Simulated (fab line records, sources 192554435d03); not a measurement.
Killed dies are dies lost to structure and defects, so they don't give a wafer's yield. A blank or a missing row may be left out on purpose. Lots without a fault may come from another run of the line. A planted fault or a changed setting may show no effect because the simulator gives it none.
fab line records | flow n5_finfet
record lots=4 wafers=12 last_day=18
route steps=1938 shown BEOL_M7@1325 BEOL_M8@1332
lots that met no fault: from a run of the same line without faults
start_h: hours from the record's first day to the start of the lot's first wafer shown | wait_h: hours since the lot's step before | " the same as in the row above | L1.1+2: a row that stands for several wafers | - no value, or no start given | * or withheld: withheld | < > ~ a bound
route shown NAME@n: a module of which the file shows steps, and the number in the route of the first | usual: mean/standard deviation of fault-free wafers | same: alike in all rows | chamber/n: place in a boat | sites: the reading at each site | _std_site: their standard deviation | _edge_site: outer sites' mean less inner sites' | radius_mm: how far each site lies from the wafer's centre | mask NAME#n: copy n | behind: the tool/chamber that last shaped the wafer | hold: why the lot was held/for how many hours/how that ended | device: the transistor (n, p or np) that didn't switch | end of line: the same wafers' tests at the end of the route | a step without rows: its recipe alone | killed: dies lost to structure and defects at the first sort, not the wafer's yield | map: a wafer's dies, x killed, . not, _ none there
set.NAME: the setting as run; set.NAME@STEP: as run at that earlier step | model.NAME: the simulator's own value behind a step, which no gauge read
lots at some steps of the route; a table a step, a row a wafer
services: from which hour (start_h, from the record's first day; less than 0 if before it) a tool's chamber was out of use, for how many hours, and why
## steps
# step N5_BEOL_M7_ANNEAL_51
# recipe temp_c=225 time_s=90 ambient=N2
# step N5_BEOL_M7_CMP_52
# recipe stop_on=SiCOH_lowk t_overpolish_s=6.9 down_force_psi=1 platen_rpm=50 clearing_platen_down_force_psi=1.5 clearing_platen_rpm=50 post_cmp_clean=cu_alkaline target_thk_nm=80 clearing_platen_pad_velocity_m_s=0.99484 pad_velocity_m_s=0.99484
# step N5_BEOL_M7_PRE_CLEAN_55
# recipe gas=NH3 time_s=15 temp_c=withheld rf_power_w=300
# step N5_BEOL_M7_DEP_56
# recipe material=SiCN target_thk_a=100 temp_c=withheld precursor=3MS/NH3 pressure_torr=3 rf_w=202 time_s=17.5
# step N5_BEOL_M8_ILD_DEP_00
# recipe material=SiCOH_lowk target_thk_a=1797.5 temp_c=300 precursor=DEMS/porogen pressure_torr=5 rf_w=500 time_s=33.4
# step N5_BEOL_M8_CURE_74
# recipe temp_c=385 time_s=240 ambient=He/Ar material=SiCOH_lowk
# step N5_BEOL_M8_PECVD_70
# recipe material=SiO2 target_thk_a=200 temp_c=400 precursor=TEOS/O2 pressure_torr=5.5 rf_w=450 teos_flow_sccm=53.8 gas=O2 flow_sccm=3000 time_s=22.7
# step N5_BEOL_M8_HM_DEP_02
# recipe material=TiN target_thk_a=200 temp_c=25 chamber_pressure_pa=0.49996
# step N5_BEOL_M8_COAT_59
# recipe resist=SOC temp_c=250 time_s=60 spin_rpm=1500 resist_thk_nm=100
# usual spin_speed_rpm=1500.2/0.86
# columns lot.wafer tool chamber start_h wait_h spin_speed_rpm model.SOC_of_BEOL_M8_COAT_59.thk_nm
L510.2 litho_track-05 0 197.47 0.1 1499.5 99.8
L510.4 " 0 " " 1500.2 99.4
L510.6 " 0 " " 1499.7 99.8
L512.1 litho_track-05 0 216.81 0.1 1457.7 101.6
L512.4 " 0 " " 1457.6 101.4
L512.5 " 0 " " 1457.6 101.2
L517.3 litho_track-05 0 245.96 0.1 1458.8 101.6
L517.5 " 0 " " 1458.7 101.8
L517.6 " 0 " " 1459.2 101.4
L530.2 litho_track-01 0 334.17 0.1 1500.6 100.2
L530.4 " 0 " " 1499.8 100.4
L530.5 " 0 " " 1499.4 100.2
# step N5_BEOL_M8_COAT_60
# recipe resist=SiARC temp_c=220 time_s=60 spin_rpm=1500 resist_thk_nm=35
# step N5_BEOL_M8_COAT_05
# recipe resist=CAR-ArF spin_rpm=1500 resist_thk_nm=90
# step N5_BEOL_M8_EBR_07
# recipe solvent=PGMEA ebr_width_mm=1.5
# step N5_BEOL_M8_SOFTBAKE_06
# recipe temp_c=110 time_s=60 resist=CAR-ArF
# step N5_BEOL_M8_EXPOSE_08
# recipe mask_id=M8 na=1.35 source_shape=dipole sigma_inner=0.817 sigma_outer=0.97 polarization=te dose_mj=68.25
# step N5_BEOL_M8_PEB_09
# recipe peb_temp_c=withheld peb_time_s=60 resist=CAR-ArF
# step N5_BEOL_M8_DEVELOP_10
# recipe develop_time_s=30 developer=TMAH resist=CAR-ArF rinse_liquid=diw dry=air_spin dev_temp_c=23
# step N5_BEOL_M8_DESCUM_16
# recipe chemistry=O2 time_s=7.9 source_power_w=50 bias_power_w=20 pressure_mtorr=20 rf_frequency_hz=2.712e+07 temp_c=40 resist=CAR-ArF o2_flow_sccm=225
# step N5_BEOL_M8_ETCH_61
# recipe chemistry=CF4 target=SiARC target_depth_a=455 mask_material=CAR-ArF time_s=75.8 ion_energy_ev=80 pressure_mtorr=40 source_w=545 bias_w=36 Ar_flow_sccm=100 cf4_flow_sccm=100 ends=cleared
# step N5_BEOL_M8_ETCH_62
# recipe chemistry=N2/H2 target=SOC target_depth_a=1100 overetch_a=220 mask_material=SiARC temp_c=40 time_s=165 ion_energy_ev=200 pressure_mtorr=30 source_w=840 bias_w=150 n2_flow_sccm=200 h2_flow_sccm=200
# usual bias_w=150.0/0.46 drypump_motor_current_A=5.8/0.46 oes_product_au=0.71/0.058 rf_vpp_V=523.9/2.4 showerhead_plenum_p_Torr=2.55/0.087 throttle_valve_pct=17.72/0.23
# columns lot.wafer tool chamber start_h wait_h bias_w drypump_motor_current_A oes_product_au rf_hours_counter_h rf_vpp_V showerhead_plenum_p_Torr throttle_valve_pct model.etch.depth_nm
L510.2 rie_diel-05 1 197.90 0.0 150.0 5.6 0.71 52 522.6 2.48 17.85 99.76
L510.4 " 2 " " 149.8 6.5 0.59 246 525.6 2.63 18.28 99.45
L510.6 " 0 " " 150.4 5.8 0.75 - 521.4 2.49 17.75 99.83
L512.1 rie_diel-04 3 217.47 0.0 149.8 6.5 0.61 215 525.6 2.61 17.92 101.5
L512.4 " 2 " " 150.3 5.8 0.58 - 521.9 2.49 17.92 101.3
L512.5 " 1 " " 150.7 5.4 0.73 - 524.9 2.59 17.64 101.2
L517.3 rie_diel-05 3 246.39 0.0 150.1 5.2 0.73 60 528.3 2.70 17.76 101.7
L517.5 " 3 " " 150.3 5.2 0.72 - 526.2 2.70 17.75 101.9
L517.6 " 0 " " 149.4 5.8 0.73 - 522.4 2.48 17.79 101.4
L530.2 rie_diel-04 2 334.77 0.0 150.0 5.8 0.76 39 521.9 2.47 17.58 100.3
L530.4 " 1 " " 150.3 5.4 0.69 - 523.6 2.57 17.73 100.3
L530.5 " 0 " " 150.1 5.2 0.70 - 524.1 2.46 17.20 100.2
# step N5_BEOL_M8_STRIP_68
# recipe chemistry=N2/H2 temp_c=40 n2_flow_sccm=200 h2_flow_sccm=200 rf_frequency_hz=6e+07
# step N5_BEOL_M8_STRIP_67
# recipe chemistry=CF4 resist=SiARC power_w=300 bias_power_w=75 pressure_mtorr=50 cf4_flow_sccm=150 rf_frequency_hz=6e+07
# step N5_BEOL_M8_HM_OPEN_17
# recipe chemistry=Cl2/BCl3 target_depth_a=200 overetch_a=60 target=TiN mask_material=SOC ion_energy_ev=150 pressure_mtorr=10 icp_w=1000 bias_w=126 Cl2_flow_sccm=53.25 bcl3_flow_sccm=21.75 Ar_flow_sccm=25
# usual bias_w=126.0/0.36 drypump_motor_current_A=6.00/0.23 oes_product_au=0.68/0.099 throttle_valve_pct=22.19/0.17
# columns lot.wafer tool chamber start_h wait_h bias_w drypump_motor_current_A oes_product_au rf_hours_counter_h throttle_valve_pct model.SOC_of_BEOL_M8_COAT_59.thk_nm
L510.2 rie_metal-03 0 198.09 0.0 126.2 6.14 0.53 121 22.28 92.2
L510.4 " 1 " " 126.0 5.99 0.68 - 22.16 92
L510.6 " 0 " " 125.5 6.13 0.53 - 22.28 92.2
L512.1 rie_metal-03 1 217.66 0.0 125.8 6.00 0.68 38 22.15 94
L512.4 " 0 " " 125.8 6.12 0.54 - 22.27 93.6
L512.5 " 0 " " 125.9 6.10 0.53 - 22.28 93.6
L517.3 rie_metal-02 1 246.61 0.1 125.5 5.46 0.53 - 22.29 94.2
L517.5 " 1 " " 125.7 5.46 0.53 - 22.27 94.4
L517.6 " 0 " " 125.7 5.77 0.84 - 22.46 93.6
L530.2 rie_metal-03 1 334.96 0.0 125.9 6.01 0.66 50 22.17 92.6
L530.4 " 1 " " 125.7 5.99 0.64 - 22.19 92.6
L530.5 " 1 " " 125.5 6.01 0.65 - 22.17 92.6
# step N5_BEOL_M8_STRIP_19
# recipe chemistry=O2 power_w=400 temp_c=40 pressure_mtorr=30 rf_frequency_hz=6e+07 bias_power_w=0 overash_fraction=0.2 o2_flow_sccm=225
## services
# columns tool chamber start_h hours kind
rie_diel-05 2 206.62 - clean
rie_diel-05 2 206.62 - consumable_replace:focus_ring
rie_diel-05 2 206.62 23.4 scheduled_down
rie_diel-05 2 206.62 23.4 vent_cycle
rie_metal-02 0 211.43 - clean
rie_metal-02 0 211.43 27.5 scheduled_down
rie_metal-02 0 211.43 27.5 vent_cycle
rie_diel-04 0 212.51 4.9 repair
rie_diel-04 2 214.43 1.4 repair
rie_diel-04 2 217.64 - clean
rie_diel-04 2 217.64 - consumable_replace:focus_ring
rie_metal-03 0 255.44 - clean
rie_metal-03 0 255.44 26.1 scheduled_down
rie_metal-03 0 255.44 26.1 vent_cycle
rie_diel-04 3 302.35 11.0 repair
rie_metal-02 1 303.59 - clean
rie_metal-02 1 303.59 18.1 scheduled_down
rie_metal-02 1 303.59 18.1 vent_cycle
rie_diel-05 - 312.36 2.8 pm
rie_metal-02 0 320.82 3.8 repair
rie_diel-04 3 329.41 - clean
rie_diel-04 3 329.41 - consumable_replace:focus_ring
rie_diel-04 3 329.41 35.7 scheduled_down
rie_diel-04 3 329.41 35.7 vent_cycle
## key
first_sign step=N5_BEOL_M8_COAT_59 reading=spin_speed_rpm direction=down sigmas=49 usual=* struck=*
effect none on later readings
model_effect step=N5_BEOL_M8_COAT_59 value=SOC_of_BEOL_M8_COAT_59.thk_nm without=100.1 struck=101.5
model_effect step=N5_BEOL_M8_ETCH_62 value=etch.depth_nm without=100.1 struck=101.5
model_effect step=N5_BEOL_M8_HM_OPEN_17 value=SOC_of_BEOL_M8_COAT_59.thk_nm without=92.5 struck=93.9
met_at N5_BEOL_M8_COAT_59
struck_wafers L512.1,L512.4,L512.5,L517.3,L517.5,L517.6
onset_between 197.47 216.81
fault kind=process_parameter_drift tool=litho_track-05 chamber=- onset_h=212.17 steps=N5_BEOL_M8_COAT_59 channel=spin_rpm offset=* shape=step end_h=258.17 acts_in=* stated=*
